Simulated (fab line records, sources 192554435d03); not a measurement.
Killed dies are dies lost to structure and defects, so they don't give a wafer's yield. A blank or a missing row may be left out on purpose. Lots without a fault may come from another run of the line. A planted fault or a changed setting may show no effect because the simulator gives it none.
Which tool did it? | flow n5_finfet | 12 lots, 36 wafers sampled, at 2 steps of a route of 1938

WHAT THE GAUGES READ, wafer by wafer
N5_BEOL_M2_OCD_MEAS_38.
lot  | measured     | on     | trench_depth_nm (nm)
L076 | day 8 01:58  | ocd-01 | 55.7 56.7 55.5
L075 | day 8 06:58  | ocd-02 | 56.0 53.8 54.1
L079 | day 8 14:06  | ocd-02 | 55.8 53.8 57.7
L081 | day 9 00:31  | ocd-02 | 55.5 54.2 54.9
L083 | day 9 08:01  | ocd-01 | 54.6 57.4 56.0
L086 | day 10 20:26 | ocd-01 | 55.5 54.1 55.1
L087 | day 11 11:14 | ocd-02 | 55.4 54.4 57.4
L089 | day 11 15:02 | ocd-01 | 55.3 55.2 53.9
L091 | day 11 23:31 | ocd-01 | 57.3 56.1 57.4
L093 | day 12 05:47 | ocd-02 | 55.3 55.2 57.5
L095 | day 12 19:19 | ocd-01 | 55.8 56.4 54.1
L097 | day 13 12:01 | ocd-02 | 57.4 53.9 56.2

WHICH TOOL RAN EACH LOT (tool, then ch and the chambers of the sampled wafers, then the start)
lot  | N5_BEOL_M2_ETCH_64
L076 | rie_diel-03 ch 1,2, day 7 13:01
L075 | rie_diel-06 ch 0,2,3, day 7 15:49
L079 | rie_diel-03 ch 0,1, day 7 18:39
L081 | rie_diel-02 ch 0,1,3, day 8 19:30
L083 | rie_diel-03 ch 0,2,3, day 9 04:39
L086 | rie_diel-06 ch 0,1,2, day 9 22:14
L087 | rie_diel-03 ch 0,1,3, day 10 08:57
L089 | rie_diel-02 ch 0,1,3, day 11 09:50
L091 | rie_diel-03 ch 0,1,2, day 11 15:36
L093 | rie_diel-02 ch 0,1,2, day 11 22:08
L095 | rie_diel-02 ch 0,1,2, day 12 11:45
L097 | rie_diel-06 ch 0,1, day 12 15:44
- N5_BEOL_M2_ETCH_64: etches SOC in N2/H2, target depth 75 nm, overetch 22.5 nm, time 121.9 s.

THE ANSWER, worked out from the rows above alone
Rule: what is usual is taken from the lots themselves. Put in order of their means at a reading, lots are off if they are a third of the lots or fewer, leave a main group of 4 or more, and stand apart from it by a gap of 3 or more times the standard deviation of the main group's means; of several such gaps the widest counts. A main group whose means are all the same, to the digits that the tables above print for the reading, isn't used. A lot without any number at a reading at which 4 lots or more have one is off too. The other lots that the step has rows for count as sound.
No lot is off at any reading shown: from this, nothing can be told.

WHAT THE SIMULATOR HAD PUT IN
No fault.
